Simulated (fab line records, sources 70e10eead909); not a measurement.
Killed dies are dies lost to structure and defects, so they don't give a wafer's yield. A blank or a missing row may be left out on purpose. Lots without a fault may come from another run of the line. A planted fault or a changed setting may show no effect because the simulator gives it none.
Tool commonality check | flow nand_harc | 2 lots, 6 wafers sampled

WHY IT WAS OPENED
At NHARC_END_SORT_01 the reading killed_at_array is flagged on 2 of 2 lots. Wafers without a fault read 58, standard deviation 18.
Rule: a lot is flagged when every wafer of it that has a number lies more than 4 standard deviations from that mean, or none has a number. The other lots count as sound.

lot  | measured     | on        | killed_at_array, wafer by wafer | flag
L323 | day 28 23:22 | prober-02 | 672 673 673                     | FLAGGED
L322 | day 29 06:20 | prober-01 | 676 676 676                     | FLAGGED
The numbers of the flagged lots are 674 on average: +616 against the usual, or +34 standard deviations.

WHICH TOOL RAN EACH LOT
The record holds 4 process steps before the reading, out of a route of 1302 steps. In each cell: the tool, then ch and the chambers that the sampled wafers went through, then the start.
lot  | flag    | NHARC_A_CHANNEL_HOLE_D1_DEP_00 | NHARC_A_CHANNEL_HOLE_D1_ETCH_38    | NHARC_A_CHANNEL_HOLE_D1_ETCH_19  | NHARC_A_CHANNEL_HOLE_D1_ETCH_25
L323 | FLAGGED | acl_dep-01 ch 0, day 13 01:39  | rie_diel-13 ch 0,3, day 13 04:14   | har_etch-01 ch 0, day 13 07:48   | har_etch-01 ch 0, day 13 10:50
L322 | FLAGGED | acl_dep-02 ch 0, day 13 01:30  | rie_diel-11 ch 0,1,2, day 13 04:26 | har_etch-02 ch 0,1, day 13 09:05 | har_etch-02 ch 0,1, day 13 11:59
What these steps do:
- NHARC_A_CHANNEL_HOLE_D1_DEP_00: deposits aC, target thk 3100 nm.
- NHARC_A_CHANNEL_HOLE_D1_ETCH_38: etches the open film in CF4, target depth 39 nm, time 65 s.
- NHARC_A_CHANNEL_HOLE_D1_ETCH_19: etches the open film in C4F8/O2/Ar, time 34.5 s.
- NHARC_A_CHANNEL_HOLE_D1_ETCH_25: etches the open film in C4F8/O2/Ar, time 1040.2 s, target depth 1500 nm.
- NHARC_END_SORT_01

FLAGGED OVER TOTAL, TOOL BY TOOL (the gauges that took the reading come last)
step                            | tool        | lots run | flagged | share of the flagged lots | sound lots run after its first flagged lot
NHARC_A_CHANNEL_HOLE_D1_DEP_00  | acl_dep-01  | 1        | 1       | some                      | 0
NHARC_A_CHANNEL_HOLE_D1_DEP_00  | acl_dep-02  | 1        | 1       | some                      | 0
NHARC_A_CHANNEL_HOLE_D1_ETCH_38 | rie_diel-11 | 1        | 1       | some                      | 0
NHARC_A_CHANNEL_HOLE_D1_ETCH_38 | rie_diel-13 | 1        | 1       | some                      | 0
NHARC_A_CHANNEL_HOLE_D1_ETCH_19 | har_etch-01 | 1        | 1       | some                      | 0
NHARC_A_CHANNEL_HOLE_D1_ETCH_19 | har_etch-02 | 1        | 1       | some                      | 0
NHARC_A_CHANNEL_HOLE_D1_ETCH_25 | har_etch-01 | 1        | 1       | some                      | 0
NHARC_A_CHANNEL_HOLE_D1_ETCH_25 | har_etch-02 | 1        | 1       | some                      | 0
NHARC_END_SORT_01               | prober-01   | 1        | 1       | some                      | 0
NHARC_END_SORT_01               | prober-02   | 1        | 1       | some                      | 0

WHAT THE TABLE ALLOWS
No row of the table ran every flagged lot.

WHAT THE SIMULATOR HAD PUT IN
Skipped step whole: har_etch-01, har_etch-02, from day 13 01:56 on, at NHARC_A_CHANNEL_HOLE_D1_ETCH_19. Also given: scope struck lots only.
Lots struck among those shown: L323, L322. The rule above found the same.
